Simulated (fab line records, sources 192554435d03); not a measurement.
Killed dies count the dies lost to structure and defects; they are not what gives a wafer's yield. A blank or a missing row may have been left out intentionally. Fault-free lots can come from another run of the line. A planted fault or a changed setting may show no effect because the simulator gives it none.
Code-filled problem report in 8D (eight disciplines) form / flow n5Finfet / the parts of the form that need people (team, actions taken, sign-off) are left out

== 1. WHAT WENT WRONG ==
Mean of spinSpeedRpm at N5_BEOL_M14_COAT_66: 1565.9 rpm across 9 wafers in 3 lots; on wafers with no fault it is 1500.2 rpm (standard deviation 0.94). Measured from the usual mean, that is +70 standard deviations.
The step: time 60 s, resist thk 110 nm.
Seen first at day 12 02:57 on lithoTrack-01, wafer L891.1. At this step, 39 wafers from 13 lots have a number in the record. By rule, "out" or "out of limits" means more than 4 standard deviations away from the usual mean. All remaining wafers that have a number are taken as sound.

== 2. WHAT IT IS, WHAT IT ISN'T ==
question=which readings at this step | is=spinSpeedRpm | is not=dispensePressureKPa
question=which lots | is=L891, L893, L894 | is not=L887, L888, L890, L901, L902, L903, L905, L906, L908, L910
question=which wafers of those lots | is=all that have a number | is not=-
question=read on which tools | is=lithoTrack-01 | is not=lithoTrack-03, lithoTrack-04
question=when | is=from day 12 02:57 | is not=up to then (9 sound wafers); but 21 sound wafers of L901, L902, L903, L905, L906, L908, L910 came after

== 3. WHAT RULES OUT EACH SUSPECT ==
Counting: a tool at a process step up to the reading stays a suspect if it ran every lot that is out and no sound lot after the first of them.
- lithoTrack-01 at N5_BEOL_M14_COAT_66 (time 60 s, resist thk 110 nm): ruled out as a lasting fault. After its first lot that is out, L891 (day 12 02:57), sound lots L901, L903, L906, L910 ran on it.
Left after counting: nothing in the record.

== 4. THE CAUSE (what the simulator had put in) ==
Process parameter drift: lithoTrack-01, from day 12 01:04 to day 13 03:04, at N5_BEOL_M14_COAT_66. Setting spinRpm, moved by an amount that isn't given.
Counting ruled it out, wrongly.

== 5. SEQUENCE OF EFFECTS, ordered by route ==
Each row: a reading whose mean over the struck wafers that have a number lies more than 3 standard deviations from the usual. Only readings for which the record gives a usual standard deviation are gone through. hours: the time from each lot's start at the first step in this table that gives one to its start at this step, as a median over the lots. sigmas: the change in usual standard deviations.
hours=0; step=N5_BEOL_M14_COAT_66; reading=spinSpeedRpm; usual=1500.2 rpm; on struck wafers=1565.9; change=+65.7; sigmas=+70
Process steps it contains:
- N5_BEOL_M14_COAT_66: time 60 s, resist thk 110 nm.
Later measuring or inspecting steps at which every struck wafer that the step has a row for has a number for every such reading, and none has moved that far: N5_BEOL_M14_OVL_MEAS_29, N5_BEOL_M14_INSPECT_30.

== 6. WHAT WOULD HAVE CAUGHT IT SOONER ==
The fault began at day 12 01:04; the first out-of-limits reading in this record came at day 12 02:57, 2 hours later.
